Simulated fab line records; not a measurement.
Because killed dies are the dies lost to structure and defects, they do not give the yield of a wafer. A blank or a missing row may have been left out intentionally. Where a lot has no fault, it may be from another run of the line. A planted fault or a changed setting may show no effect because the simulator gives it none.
Chamber matching || flow nand harc || NHARC_P_BONDPAD_STRIP_15 on rie diel-10: 4 sister chambers
The step strips in O2. 14 wafers are shown with their chamber, then 7 later ones without.

## WAFERS PAIRED WITH THEIR CHAMBERS
{"wafer": "L078.1", "chamber": 1, "showerhead plenum p Torr (Torr)": 3.74, "drypump motor current A (A)": 5.8, "oes product au (a.u.)": 0.995}
{"wafer": "L078.4", "chamber": 0, "showerhead plenum p Torr (Torr)": 3.68, "drypump motor current A (A)": 5.1, "oes product au (a.u.)": 1.000}
{"wafer": "L078.5", "chamber": 2, "showerhead plenum p Torr (Torr)": 3.58, "drypump motor current A (A)": 6.1, "oes product au (a.u.)": 1.017}
{"wafer": "L079.3", "chamber": 3, "showerhead plenum p Torr (Torr)": 3.78, "drypump motor current A (A)": 5.3, "oes product au (a.u.)": 1.013}
{"wafer": "L079.4", "chamber": 0, "showerhead plenum p Torr (Torr)": 3.68, "drypump motor current A (A)": 5.1, "oes product au (a.u.)": 0.997}
{"wafer": "L079.6", "chamber": 2, "showerhead plenum p Torr (Torr)": 3.58, "drypump motor current A (A)": 6.1, "oes product au (a.u.)": 1.003}
{"wafer": "L082.1", "chamber": 3, "showerhead plenum p Torr (Torr)": 3.78, "drypump motor current A (A)": 5.4, "oes product au (a.u.)": 1.001}
{"wafer": "L082.3", "chamber": 1, "showerhead plenum p Torr (Torr)": 3.74, "drypump motor current A (A)": 5.8, "oes product au (a.u.)": 0.994}
{"wafer": "L082.6", "chamber": 0, "showerhead plenum p Torr (Torr)": 3.68, "drypump motor current A (A)": 5.2, "oes product au (a.u.)": 1.003}
{"wafer": "L084.1", "chamber": 3, "showerhead plenum p Torr (Torr)": 3.78, "drypump motor current A (A)": 5.3, "oes product au (a.u.)": 1.008}
{"wafer": "L084.2", "chamber": 2, "showerhead plenum p Torr (Torr)": 3.58, "drypump motor current A (A)": 6.1, "oes product au (a.u.)": 1.016}
{"wafer": "L084.3", "chamber": 1, "showerhead plenum p Torr (Torr)": 3.74, "drypump motor current A (A)": 5.8, "oes product au (a.u.)": 0.996}
{"wafer": "L092.1", "chamber": 0, "showerhead plenum p Torr (Torr)": 3.68, "drypump motor current A (A)": 5.1, "oes product au (a.u.)": 0.992}
{"wafer": "L092.3", "chamber": 3, "showerhead plenum p Torr (Torr)": 3.77, "drypump motor current A (A)": 5.3, "oes product au (a.u.)": 0.992}

SIGNATURES (averages over the wafers above)
{"reading": "showerhead plenum p Torr", "chamber 0": 3.6800, "chamber 1": 3.7400, "chamber 2": 3.5800, "chamber 3": 3.7775, "scatter within a chamber": 0.00274}
{"reading": "drypump motor current A", "chamber 0": 5.125, "chamber 1": 5.800, "chamber 2": 6.100, "chamber 3": 5.325, "scatter within a chamber": 0.0387}
{"reading": "oes product au", "chamber 0": 0.99800, "chamber 1": 0.99500, "chamber 2": 1.01200, "chamber 3": 1.00350, "scatter within a chamber": 0.00663}
Rule: distance of a wafer from a chamber = root of the sum over the readings of ((wafer's reading minus chamber's mean) / reading's scatter) squared. The wafer belongs to the nearest chamber; if the next one is less than 2 further off, it can't be placed. The scatter is the square root of a quotient: the sum, over the shown wafers, of each reading's squared deviation from its chamber's mean, divided by wafers minus chambers.

## WAFERS MISSING THEIR CHAMBER
{"wafer": "L092.6", "showerhead plenum p Torr (Torr)": 3.74, "drypump motor current A (A)": 5.8, "oes product au (a.u.)": 0.991}
{"wafer": "L097.1", "showerhead plenum p Torr (Torr)": 3.58, "drypump motor current A (A)": 6.1, "oes product au (a.u.)": 1.009}
{"wafer": "L097.2", "showerhead plenum p Torr (Torr)": 3.74, "drypump motor current A (A)": 5.8, "oes product au (a.u.)": 1.004}
{"wafer": "L097.6", "showerhead plenum p Torr (Torr)": 3.77, "drypump motor current A (A)": 5.4, "oes product au (a.u.)": 1.003}
{"wafer": "L097.3", "showerhead plenum p Torr (Torr)": 3.77, "drypump motor current A (A)": 5.4, "oes product au (a.u.)": 1.005}
{"wafer": "L097.4", "showerhead plenum p Torr (Torr)": 3.68, "drypump motor current A (A)": 5.2, "oes product au (a.u.)": 1.014}
{"wafer": "L097.5", "showerhead plenum p Torr (Torr)": 3.58, "drypump motor current A (A)": 6.1, "oes product au (a.u.)": 1.009}

## WHICH CHAMBER EACH ONE RAN IN
{"wafer": "L092.6", "from the rows above": 1, "in truth": 1}
{"wafer": "L097.1", "from the rows above": 2, "in truth": 2}
{"wafer": "L097.2", "from the rows above": 1, "in truth": 1}
{"wafer": "L097.6", "from the rows above": 3, "in truth": 3}
{"wafer": "L097.3", "from the rows above": 3, "in truth": 3}
{"wafer": "L097.4", "from the rows above": 0, "in truth": 0}
{"wafer": "L097.5", "from the rows above": 2, "in truth": 2}
Placed correctly: 7 of 7. Left unplaced by these rows: 0. Wrongly placed: 0.
